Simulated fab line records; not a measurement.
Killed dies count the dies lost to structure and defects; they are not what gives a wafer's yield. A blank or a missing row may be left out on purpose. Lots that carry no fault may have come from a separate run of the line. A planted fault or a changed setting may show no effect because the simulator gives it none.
A struck lot beside a sound one | flow n5 finfet | 44 out of 1938 route steps
Sound: these wafers, L457.1, L457.4, L457.6. Struck: wafers L466.1, L466.6. (L466.4 of the same lot was not struck and is left out.) The cause comes at the end.
Order at every step that has rows: each side's tool, ch and its chambers, its first start. Under that, the readings that differ: sound wafers | struck wafers | difference of the means | sigmas: that difference in standard deviations of wafers without a fault.
alike: a reading whose means differ by less than 2 such deviations, as well as words and numbers matching on both sides. not compared: withheld readings; readings where some wafer has no value; bounds like >300 that might hide an equal value; numbers whose values overlap and for which the record gives no deviation.
The two part at a step that has a row with sigmas, a row that says differs or no value, or rows on one side only. When numbers do not overlap yet have no deviation, they are printed without sigmas and do not part them. A reading that every wafer of one side lacks parts them only if that side has two wafers or more.

first, 3 steps without rows for these wafers: N5_STI_FIN_REVEAL_ALD_14 (deposits Si3N4, target thk 3 nm); N5_STI_FIN_REVEAL_FCVD_FILL_01 (material SiO2 flowable, target thk 312 nm, time 512.2 s); N5_STI_FIN_REVEAL_DENSIFY_02 (time 1800 s).
N5_STI_FIN_REVEAL_CMP_04: polishes, stops on Si3N4, t overpolish 4 s, target thk 131.83 nm.
  sound on cmp-01 ch 0,2,3, day 2 22:10; struck on cmp-01 ch 0,1, day 5 04:19
  alike: motor current A, overpolish run s, time to endpoint s
  not compared: pad life wafers
N5_STI_FIN_REVEAL_THK_MEAS_05:
  sound: film metro-02 at day 2 22:26; struck: film metro-02 at day 5 04:37
  alike: thk nm
N5_STI_FIN_REVEAL_DENSIFY_30:
  sound on rtp anneal-01 ch 0, day 2 22:44; struck on rtp anneal-01 ch 0, day 5 04:38
  alike: lamp power pct, lamp_zone_5_pct
  not compared: wafer_temp_C_max
N5_STI_FIN_REVEAL_ETCHBACK_08: etches SiO2 in C4F6/O2, target depth 30.5 nm, time 10.167 s.
  sound on rie diel-03 ch 1,2, day 2 22:57; struck on rie diel-02 ch 0,3, day 5 04:51
  alike: drypump motor current A, oes_o_777_au, oes product au, rf fwd power W, rf vpp V, showerhead plenum p Torr, throttle valve pct
  not compared: rf hours counter h
N5_STI_FIN_REVEAL_STRIP_24: strips in N2/H2, time 90 s.
  sound on rie diel-03 ch 1,2, day 2 22:59; struck on rie diel-02 ch 0,3, day 5 04:53
  alike: drypump motor current A, oes product au, rf vpp V, showerhead plenum p Torr, throttle valve pct
  not compared: rf hours counter h
then, 4 steps without rows for these wafers: N5_STI_FIN_REVEAL_PRECLEAN_25 (cleans in SPM, time 90 s); N5_STI_FIN_REVEAL_PRECLEAN_26 (cleans in SC1, time 45 s); N5_STI_FIN_REVEAL_PRECLEAN_29 (cleans in DHF, time 30 s); N5_STI_FIN_REVEAL_SRD_12 (time 30 s).
N5_STI_FIN_REVEAL_RECESS_09: chemistry HF/NH3, target SiO2, afs cycles 11, target depth 42.5 nm, sublimation time 60 s.
  sound on vapor etch-01 ch 0,1, day 2 23:13; struck on vapor etch-01 ch 0, day 5 05:11
  reading    | sound             | struck      | difference | sigmas
  temp c (C) | 30.02 29.92 30.19 | 27.82 27.72 | -2.27      | -21
  alike: drypump motor current A
then, 10 steps without rows for these wafers: N5_STI_FIN_REVEAL_STRIP_16 (strips SiNx in H3PO4, target depth 23.8 nm); N5_STI_FIN_REVEAL_PRECLEAN_17 (cleans in NF3:NH3, afs cycles 1, time 20 s, sublimation time 60 s); N5_STI_FIN_REVEAL_ETCH_34 (etches Si in H2, material Si, target depth 0.97 nm); N5_STI_FIN_REVEAL_OXIDATION_31 (chemistry O2 PLASMA REMOTE, time 20 s); N5_STI_FIN_REVEAL_PRECLEAN_32 (cleans in NF3:NH3, afs cycles 1, time 20 s, sublimation time 60 s); N5_STI_FIN_REVEAL_STRIP_35 (strips Si3N4 in H3PO4, target depth 4 nm, time 39 s); N5_STI_FIN_REVEAL_SRD_21 (time 30 s); N5_STI_FIN_REVEAL_OXIDATION_33 (chemistry O2 PLASMA REMOTE, time 20 s); N5_STI_FIN_REVEAL_CLEAN_19 (cleans in O3/DIW, time 120 s); N5_STI_FIN_REVEAL_SRD_23 (time 30 s).
N5_STI_FIN_REVEAL_CD_MEAS_22: target cd 6.238 nm, pitch 28 nm.
  sound: cd sem-03 at day 3 01:53; struck: cd sem-02 at day 5 07:50
  alike: cd nm
N5_STI_FIN_REVEAL_FIN_H_MEAS_10:
  sound: ocd-02 at day 3 01:55; struck: ocd-02 at day 5 07:52
  reading              | sound          | struck    | difference | sigmas
  trench depth nm (nm) | 52.4 52.1 53.0 | 54.8 55.4 | +2.6       | +3
then, 2 steps without rows for these wafers: N5_STI_FIN_REVEAL_PRECLEAN_18 (cleans in SC2, time 45 s); N5_STI_FIN_REVEAL_SRD_28 (time 30 s).
N5_STI_FIN_REVEAL_INSPECT_13: inspects for defects (darkfield).
  sound: defect inspect-01 at day 3 02:00; struck: defect inspect-02 at day 5 08:00
  alike: raw defect count
then, 6 steps without rows for these wafers: N5_DUMMY_GATE_PRECLEAN_00 (cleans in O3/DIW, time 60 s); N5_DUMMY_GATE_SRD_01 (time 30 s); N5_DUMMY_GATE_ALD_02 (deposits SiO2, target thk 2 nm, pulse time 1 s); N5_DUMMY_GATE_CVD_03 (deposits a-Si from SiH4, target thk 150 nm, time 8042 s); N5_DUMMY_GATE_PRECLEAN_46 (cleans in DIW, time 89.5 s); N5_DUMMY_GATE_SRD_47 (dry time 32 s).
N5_DUMMY_GATE_CMP_04: polishes a-Si.
  sound on cmp-02 ch 0,2,3, day 3 06:01; struck on cmp-04 ch 3, day 5 11:56
  alike: motor current A, time to endpoint s
  not compared: pad life wafers
N5_DUMMY_GATE_THK_MEAS_05:
  sound: film metro-02 at day 3 06:11; struck: film metro-01 at day 5 12:11
  alike: thk nm
then, 6 steps without rows for these wafers: N5_DUMMY_GATE_HM_DEP_06 (deposits SiNx from DCS/NH3, target thk 80 nm, time 5141 s); N5_DUMMY_GATE_PECVD_30 (deposits SiO2 from TEOS/O2, target thk 55 nm, time 10.8 s); N5_DUMMY_GATE_COAT_34 (time 60 s, resist thk 60 nm); N5_DUMMY_GATE_COAT_35 (time 60 s, resist thk 10 nm); N5_DUMMY_GATE_COAT_28 (time 60 s, resist thk 10 nm); N5_DUMMY_GATE_COAT_09 (resist thk 30 nm).
-- record jumps: 6 days separate the struck wafers' starts on either side; left off in module DUMMY_GATE, taken up again in module BEOL_M4, whose first shown step is the route's number 1111 --
N5_BEOL_M4_RC_MEAS_101:
  sound on prober-02 ch 0, day 8 14:12; struck on prober-01 ch 0, day 11 02:05
  reading       | sound          | struck    | difference | sigmas
  ION_N (uA/um) | 670 659 677    | 726 710   | +49        | +4
  ION_P (uA/um) | 462 452 459    | 495 492   | +36        | +4
  SS_P (mV/dec) | 72.7 72.3 72.7 | 74.2 73.8 | +1.4       | +2
  alike: DIBL_N, DIBL_P, IOFF_N, IOFF_P, SS_N, VT_N, VT_P
-- the record jumps here: 5 days lie between the struck wafers' starts before and after (it left off in module BEOL_M4 and takes up again in module PASSIVATION, whose first step shown is number 1936 of the route) --
N5_PASSIVATION_PROBE_49:
  sound: prober-02 at day 13 09:22; struck: prober-02 at day 16 01:17
  reading             | sound    | struck | difference | sigmas
  killed at front end | 27 18 33 | 47 51  | +23        | +2
  alike: defect limited yield, killed_at_M0_to_M3, killed_at_M4_up, killed at contacts, killed at other, killed dies, killed open, killed short, sort_bin_5_function, sort_bin_6_memory, sort_bin_8_speed, sort n pass, sort yield pct

== WHERE THEY PART ==
At N5_STI_FIN_REVEAL_RECESS_09 first; at N5_PASSIVATION_PROBE_49 last (within this record only).

WHY: what the simulator had put in
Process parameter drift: vapor etch-01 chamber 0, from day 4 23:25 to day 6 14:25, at N5_STI_FIN_REVEAL_RECESS_09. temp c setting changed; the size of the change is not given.
